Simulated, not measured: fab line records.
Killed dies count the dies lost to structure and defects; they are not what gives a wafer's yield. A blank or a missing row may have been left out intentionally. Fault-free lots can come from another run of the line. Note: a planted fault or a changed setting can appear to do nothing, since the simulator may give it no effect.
Chamber matching :: flow nandHarc :: rieDiel-03 running NHARC_A_CONTACT_ETCH_75: 4 sister chambers
The step etches the open film in CF4, target depth 39 nm, time 65 s. 14 wafers are shown with their chamber, then 7 later ones without.

== WAFERS PAIRED WITH THEIR CHAMBERS ==
wafer: L238.1
chamber: 0
drypumpMotorCurrentA (A): 5.9
rfVppV (V): 149.6
oesProductAu (a.u.): 1.016

wafer: L238.2
chamber: 2
drypumpMotorCurrentA (A): 5.5
rfVppV (V): 151.7
oesProductAu (a.u.): 1.020

wafer: L238.5
chamber: 0
drypumpMotorCurrentA (A): 5.9
rfVppV (V): 149.0
oesProductAu (a.u.): 1.010

wafer: L241.3
chamber: 3
drypumpMotorCurrentA (A): 6.7
rfVppV (V): 149.6
oesProductAu (a.u.): 0.975

wafer: L241.4
chamber: 0
drypumpMotorCurrentA (A): 5.9
rfVppV (V): 151.0
oesProductAu (a.u.): 1.011

wafer: L241.6
chamber: 1
drypumpMotorCurrentA (A): 6.0
rfVppV (V): 148.8
oesProductAu (a.u.): 1.006

wafer: L239.2
chamber: 1
drypumpMotorCurrentA (A): 6.0
rfVppV (V): 149.2
oesProductAu (a.u.): 1.004

wafer: L239.3
chamber: 0
drypumpMotorCurrentA (A): 5.9
rfVppV (V): 151.8
oesProductAu (a.u.): 1.008

wafer: L239.5
chamber: 0
drypumpMotorCurrentA (A): 5.9
rfVppV (V): 151.8
oesProductAu (a.u.): 1.002

wafer: L243.2
chamber: 0
drypumpMotorCurrentA (A): 5.9
rfVppV (V): 151.2
oesProductAu (a.u.): 1.001

wafer: L243.3
chamber: 3
drypumpMotorCurrentA (A): 6.6
rfVppV (V): 150.6
oesProductAu (a.u.): 0.993

wafer: L243.6
chamber: 1
drypumpMotorCurrentA (A): 6.0
rfVppV (V): 148.9
oesProductAu (a.u.): 0.998

wafer: L247.1
chamber: 0
drypumpMotorCurrentA (A): 5.9
rfVppV (V): 150.0
oesProductAu (a.u.): 1.001

wafer: L247.3
chamber: 2
drypumpMotorCurrentA (A): 5.6
rfVppV (V): 152.2
oesProductAu (a.u.): 0.990

SIGNATURES (averages over the wafers above)
reading: drypumpMotorCurrentA
chamber 0: 5.900
chamber 1: 6.000
chamber 2: 5.550
chamber 3: 6.650
scatter within a chamber: 0.0316

reading: rfVppV
chamber 0: 150.629
chamber 1: 148.967
chamber 2: 151.950
chamber 3: 150.100
scatter within a chamber: 0.896

reading: oesProductAu
chamber 0: 1.00700
chamber 1: 1.00267
chamber 2: 1.00500
chamber 3: 0.98400
scatter within a chamber: 0.00922
Rule: for a wafer and a chamber, the distance is found by dividing, reading by reading, the gap between the wafer's reading and the chamber's mean by the reading's scatter, squaring, summing and taking the root. If the next closest chamber is less than 2 further off than the closest, the wafer can't be placed; otherwise it belongs to the closest. The scatter: the root of (the sum of the squares of (reading less its chamber's mean) over the shown wafers, divided by (wafers less chambers)).

== WAFERS WITHOUT THEIR CHAMBER ==
wafer: L247.5
drypumpMotorCurrentA (A): 6.6
rfVppV (V): 150.4
oesProductAu (a.u.): 0.998

wafer: L254.1
drypumpMotorCurrentA (A): 6.7
rfVppV (V): 148.8
oesProductAu (a.u.): 0.991

wafer: L254.3
drypumpMotorCurrentA (A): 6.0
rfVppV (V): 149.6
oesProductAu (a.u.): 0.987

wafer: L254.6
drypumpMotorCurrentA (A): 5.9
rfVppV (V): 150.8
oesProductAu (a.u.): 0.995

wafer: L259.1
drypumpMotorCurrentA (A): 6.7
rfVppV (V): 150.3
oesProductAu (a.u.): 0.996

wafer: L259.3
drypumpMotorCurrentA (A): 5.5
rfVppV (V): 151.1
oesProductAu (a.u.): 1.005

wafer: L259.6
drypumpMotorCurrentA (A): 6.0
rfVppV (V): 150.0
oesProductAu (a.u.): 0.996

== CHAMBER TAKEN BY EACH ==
wafer: L247.5
from the rows above: 3
in truth: 3

wafer: L254.1
from the rows above: 3
in truth: 3

wafer: L254.3
from the rows above: 1
in truth: 1

wafer: L254.6
from the rows above: 0
in truth: 0

wafer: L259.1
from the rows above: 3
in truth: 3

wafer: L259.3
from the rows above: 2
in truth: 2

wafer: L259.6
from the rows above: 1
in truth: 1
Correct placement for 7 of the 7. Can't be placed from these rows: 0. 0 placed wrongly.
